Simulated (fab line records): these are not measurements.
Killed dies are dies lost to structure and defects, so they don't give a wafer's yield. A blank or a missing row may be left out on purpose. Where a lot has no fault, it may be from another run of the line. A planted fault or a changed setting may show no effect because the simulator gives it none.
Matching of chambers -- flow n5_finfet -- 4 sister chambers for N5_BEOL_M0_SAQP_SPACER2_ETCHBACK_27 on rie_diel-01
The step etches SiO2 in CHF3/O2, target depth 22.5 nm, time 11.25 s. 18 wafers are shown with their chamber, then 9 later ones without.

EACH WAFER AND ITS CHAMBER
wafer,chamber,drypump_motor_current_A (A),showerhead_plenum_p_Torr (Torr),throttle_valve_pct (%)
L076.3,0,5.6,2.44,18.97
L076.4,3,6.4,2.37,18.80
L076.6,3,6.4,2.37,18.81
L077.3,0,5.6,2.44,18.96
L077.4,3,6.4,2.37,18.81
L077.6,3,6.4,2.37,18.81
L084.3,2,5.2,2.42,18.65
L084.5,0,5.6,2.43,19.01
L084.6,3,6.4,2.37,18.83
L085.2,0,5.6,2.43,19.00
L085.4,3,6.4,2.37,18.83
L085.5,0,5.6,2.43,19.01
L086.1,1,4.9,2.30,18.94
L086.3,3,6.4,2.37,18.82
L086.5,3,6.4,2.37,18.84
L088.2,0,5.6,2.43,19.01
L088.5,2,5.2,2.41,18.67
L088.6,1,4.8,2.30,18.95

SIGNATURES, as means of the wafers listed above
reading,chamber 0,chamber 1,chamber 2,chamber 3,scatter within a chamber
drypump_motor_current_A,5.600,4.850,5.200,6.400,0.0189
showerhead_plenum_p_Torr,2.4333,2.3000,2.4150,2.3700,0.00362
throttle_valve_pct,18.9933,18.9450,18.6600,18.8187,0.0171
Rule: a wafer's distance from a chamber is the root of the sum, over the readings, of the square of ((its reading less the chamber's mean) divided by the reading's scatter). The wafer belongs to the nearest chamber; if the next one is less than 2 further off, it can't be placed. The scatter: the root of (the sum of the squares of (reading less its chamber's mean) over the shown wafers, divided by (wafers less chambers)).

WAFERS MISSING THEIR CHAMBER
wafer,drypump_motor_current_A (A),showerhead_plenum_p_Torr (Torr),throttle_valve_pct (%)
L090.1,5.6,2.43,19.00
L090.3,4.9,2.29,18.96
L090.5,5.6,2.43,19.00
L091.1,6.4,2.36,18.85
L091.2,5.2,2.41,18.69
L091.3,5.6,2.43,19.01
L097.1,5.6,2.43,19.03
L097.5,4.8,2.29,18.96
L097.6,5.6,2.43,19.05

WHICH CHAMBER EACH ONE RAN IN
wafer,from the rows above,in truth
L090.1,0,0
L090.3,1,1
L090.5,0,0
L091.1,3,3
L091.2,2,2
L091.3,0,0
L097.1,0,0
L097.5,1,1
L097.6,0,0
Correct placement for 9 of the 9. Not placeable from these rows: 0. Wrongly placed: 0.
